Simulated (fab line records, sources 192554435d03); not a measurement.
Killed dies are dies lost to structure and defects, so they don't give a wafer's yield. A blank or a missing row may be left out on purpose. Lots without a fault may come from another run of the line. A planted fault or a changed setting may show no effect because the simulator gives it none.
Which tool did it? | flow n5_finfet | 10 lots, 29 wafers sampled, at 6 steps of a route of 1938

WHAT THE GAUGES READ, wafer by wafer
N5_WELL_APT_INSPECT_38: inspects for defects (darkfield).
lot  | measured    | on                | raw_defect_count
L878 | day 1 16:47 | defect_inspect-02 | 13 9 17
L884 | day 3 04:37 | defect_inspect-02 | 12 11 11
L885 | day 3 11:04 | defect_inspect-02 | 16 8 19
L886 | day 3 17:03 | defect_inspect-01 | 16 8 11
L887 | day 3 22:34 | defect_inspect-02 | 13 17 17
L889 | day 4 11:07 | defect_inspect-02 | 6 11 16
L891 | day 4 23:06 | defect_inspect-01 | 11 8
L893 | day 5 11:20 | defect_inspect-02 | 13 14 13
L899 | day 6 23:22 | defect_inspect-02 | 9 16 12
L901 | day 7 10:49 | defect_inspect-02 | 12 16 11

N5_FIN_SAQP_CD_MEAS_16: target cd 35.6 nm.
lot  | measured    | on        | cd_nm (nm)
L878 | day 1 21:32 | cd_sem-03 | 35.5 35.4 35.2
L884 | day 3 09:22 | cd_sem-03 | 35.2 35.7 35.2
L885 | day 3 15:46 | cd_sem-03 | 35.7 35.5 35.5
L886 | day 3 21:37 | cd_sem-03 | 35.2 35.6 35.3
L887 | day 4 03:10 | cd_sem-03 | 35.8 30.9 31.4
L889 | day 4 15:59 | cd_sem-01 | 35.5 35.8 31.0
L891 | day 5 06:23 | cd_sem-02 | 35.6 31.4
L893 | day 5 16:31 | cd_sem-01 | 35.5 35.4 35.5
L899 | day 7 04:05 | cd_sem-01 | 36.1 35.9 35.5
L901 | day 7 15:40 | cd_sem-01 | 35.7 35.3 35.7

N5_BEOL_M4_RC_MEAS_101.
lot  | measured     | on        | DIBL_N (mV/V)  | DIBL_P (mV/V)  | IOFF_N (nA/um)    | IOFF_P (nA/um)    | ION_N (uA/um) | ION_P (uA/um) | SS_N (mV/dec)  | SS_P (mV/dec)  | VT_N (mV)   | VT_P (mV)
L878 | day 9 06:28  | prober-01 | 35.5 38.7 37.8 | 32.1 36.9 35.6 | 0.117 0.175 0.158 | 0.181 0.263 0.238 | 667 674 680   | 459 463 465   | 71.3 72.3 72.1 | 73.0 73.6 74.2 | 259 249 251 | -252.0 -247.5 -249.4
L884 | day 10 13:27 | prober-02 | 37.7 38.0 36.7 | 35.4 35.8 34.6 | 0.175 0.183 0.151 | 0.232 0.243 0.211 | 686 683 681   | 474 466 470   | 71.6 71.3 70.9 | 74.0 73.6 73.6 | 249 248 250 | -249.3 -246.3 -248.6
L885 | day 10 18:31 | prober-02 | 37.4 37.6 37.8 | 37.3 37.7 37.5 | 0.160 0.155 0.163 | 0.195 0.200 0.206 | 667 667 670   | 455 455 464   | 71.1 71.7 71.4 | 73.6 73.8 73.9 | 248 253 249 | -254.0 -252.8 -251.3
L886 | day 11 01:58 | prober-01 | 36.7 38.2 35.7 | 39.1 40.0 37.9 | 0.176 0.215 0.169 | 0.239 0.259 0.216 | 683 691 676   | 470 466 460   | 72.3 71.8 71.2 | 74.5 73.4 73.3 | 245 243 245 | -248.6 -246.6 -248.6
L887 | day 11 09:09 | prober-01 | 36.8 36.9 35.2 | 37.6 37.7 36.0 | 0.161 0.157 0.137 | 0.204 0.212 0.183 | 683 670 667   | 463 457 458   | 71.3 71.6 71.2 | 72.9 73.1 73.0 | 250 253 253 | -250.2 -247.6 -249.6
L889 | day 12 00:41 | prober-02 | 34.5 36.2 36.8 | 34.7 36.8 37.5 | 0.114 0.140 0.153 | 0.184 0.209 0.223 | 654 658 669   | 456 456 466   | 71.6 72.5 72.0 | 72.0 73.3 72.7 | 259 254 254 | -250.2 -248.9 -249.1
L891 | day 12 11:01 | prober-01 | 39.9 38.7      | 36.8 35.2      | 0.185 0.155       | 0.245 0.214       | 683 676       | 464 465       | 70.8 71.2      | 73.8 73.6      | 248 250     | -249.2 -249.4
L893 | day 12 16:17 | prober-01 | 36.2 37.6 37.3 | 33.8 36.6 36.0 | 0.155 0.175 0.173 | 0.191 0.228 0.223 | 677 684 687   | 456 468 465   | 71.6 71.5 71.4 | 72.4 73.7 73.1 | 248 249 248 | -249.8 -247.9 -247.1
L899 | day 14 05:38 | prober-01 | 37.2 38.5 36.9 | 37.8 37.8 36.5 | 0.178 0.199 0.160 | 0.224 0.230 0.202 | 680 683 681   | 465 464 466   | 71.8 72.1 71.9 | 73.4 73.7 73.5 | 246 247 248 | -249.6 -250.2 -252.1
L901 | day 15 06:20 | prober-02 | 37.0 35.1 36.8 | 38.0 36.5 38.2 | 0.164 0.139 0.174 | 0.233 0.205 0.235 | 669 669 676   | 468 465 467   | 71.6 71.4 71.8 | 73.6 72.4 72.8 | 250 252 249 | -249.7 -248.6 -249.1

WHICH TOOL RAN EACH LOT (tool, then ch and the chambers of the sampled wafers, then the start)
lot  | N5_WELL_APT_RTA_34              | N5_PMOS_HMC_CHANNEL_EPI_EPI_26 | N5_FIN_SAQP_EXPOSE_13
L878 | rtp_anneal-02 ch 0, day 1 15:56 | epi_rpcvd-02 ch 0, day 1 19:37 | arfi_scanner-01 ch 0, day 1 21:25
L884 | rtp_anneal-01 ch 0, day 3 03:47 | epi_rpcvd-03 ch 0, day 3 07:38 | arfi_scanner-01 ch 0, day 3 09:14
L885 | rtp_anneal-01 ch 0, day 3 10:12 | epi_rpcvd-01 ch 0, day 3 14:08 | arfi_scanner-01 ch 0, day 3 15:38
L886 | rtp_anneal-02 ch 0, day 3 16:10 | epi_rpcvd-01 ch 0, day 3 20:02 | arfi_scanner-01 ch 0, day 3 21:29
L887 | rtp_anneal-01 ch 0, day 3 21:41 | epi_rpcvd-01 ch 0, day 4 01:34 | arfi_scanner-01 ch 0, day 4 03:02
L889 | rtp_anneal-01 ch 0, day 4 10:03 | epi_rpcvd-02 ch 0, day 4 13:59 | arfi_scanner-01 ch 0, day 4 15:52
L891 | rtp_anneal-01 ch 0, day 4 22:13 | epi_rpcvd-01 ch 0, day 5 02:08 | arfi_scanner-01 ch 0, day 5 06:16
L893 | rtp_anneal-01 ch 0, day 5 10:29 | epi_rpcvd-01 ch 0, day 5 14:52 | arfi_scanner-02 ch 0, day 5 16:23
L899 | rtp_anneal-01 ch 0, day 6 22:30 | epi_rpcvd-02 ch 0, day 7 02:19 | arfi_scanner-03 ch 0, day 7 03:58
L901 | rtp_anneal-01 ch 0, day 7 09:56 | epi_rpcvd-01 ch 0, day 7 14:04 | arfi_scanner-01 ch 0, day 7 15:32
- N5_WELL_APT_RTA_34: time 10 s.
- N5_PMOS_HMC_CHANNEL_EPI_EPI_26: deposits Si from SiH4/H2, target thk 3.8 nm, time 22.7 s.
- N5_FIN_SAQP_EXPOSE_13: exposes mask FIN CORE, target cd 35.6 nm.

WHAT THE TOOLS THEMSELVES READ (means of the sampled wafers that have a number; where no wafer has one, the mark that the record gives instead)
N5_WELL_APT_RTA_34.
lot  | tool          | lamp_power_pct (%) | lamp_zone_7_pct (%) | wafer_temp_C_max
L878 | rtp_anneal-02 | 13.01              | 13.438              | 1003.2
L884 | rtp_anneal-01 | 13.00              | 13.431              | 1002.6
L885 | rtp_anneal-01 | 13.01              | 13.399              | 1004.7
L886 | rtp_anneal-02 | 12.97              | 13.439              | 1002.3
L887 | rtp_anneal-01 | 13.03              | 13.412              | 1002.8
L889 | rtp_anneal-01 | 12.99              | 13.454              | 1003.7
L891 | rtp_anneal-01 | 12.94              | 13.432              | 1003.6
L893 | rtp_anneal-01 | 12.99              | 13.408              | 1003.0
L899 | rtp_anneal-01 | 12.98              | 13.404              | 1004.3
L901 | rtp_anneal-01 | 12.99              | 13.420              | 1003.1

N5_PMOS_HMC_CHANNEL_EPI_EPI_26.
lot  | tool         | chamber_pressure_Torr (Torr) | throttle_valve_pct (%)
L878 | epi_rpcvd-02 | 19.98                        | 11.40
L884 | epi_rpcvd-03 | 19.99                        | 11.06
L885 | epi_rpcvd-01 | 20.07                        | 10.77
L886 | epi_rpcvd-01 | 20.03                        | 10.90
L887 | epi_rpcvd-01 | 19.96                        | 10.78
L889 | epi_rpcvd-02 | 19.99                        | 11.37
L891 | epi_rpcvd-01 | 20.04                        | 10.84
L893 | epi_rpcvd-01 | 19.89                        | 10.74
L899 | epi_rpcvd-02 | 20.08                        | 11.34
L901 | epi_rpcvd-01 | 19.95                        | 10.85

THE ANSWER, worked out from the rows above alone
Rule: what is usual is taken from the lots themselves. Put in order of their means at a reading, lots are off if they are a third of the lots or fewer, leave a main group of 4 or more, and stand apart from it by a gap of 3 or more times the standard deviation of the main group's means; of several such gaps the widest counts. A main group whose means are all the same, to the digits that the tables above print for the reading, isn't used. A lot without any number at a reading at which 4 lots or more have one is off too. The other lots that the step has rows for count as sound. The gauges are gone through in route order, then the tools' own readings, and for those a lot's mean is taken as printed above. The first step at which some lot is off is used, and at that step the reading that is off furthest; a lot without a number counts as furthest.
Off: L887, L889, L891, at N5_FIN_SAQP_CD_MEAS_16 (cd_nm). The main group: mean 35.5 nm, standard deviation 0.16.
A tool fits if, at a process step before that reading, it ran every lot that is off, and no sound lot after the first of them. The gauges at N5_FIN_SAQP_CD_MEAS_16 are tried like those tools. None of those tried fits.

WHAT THE SIMULATOR HAD PUT IN
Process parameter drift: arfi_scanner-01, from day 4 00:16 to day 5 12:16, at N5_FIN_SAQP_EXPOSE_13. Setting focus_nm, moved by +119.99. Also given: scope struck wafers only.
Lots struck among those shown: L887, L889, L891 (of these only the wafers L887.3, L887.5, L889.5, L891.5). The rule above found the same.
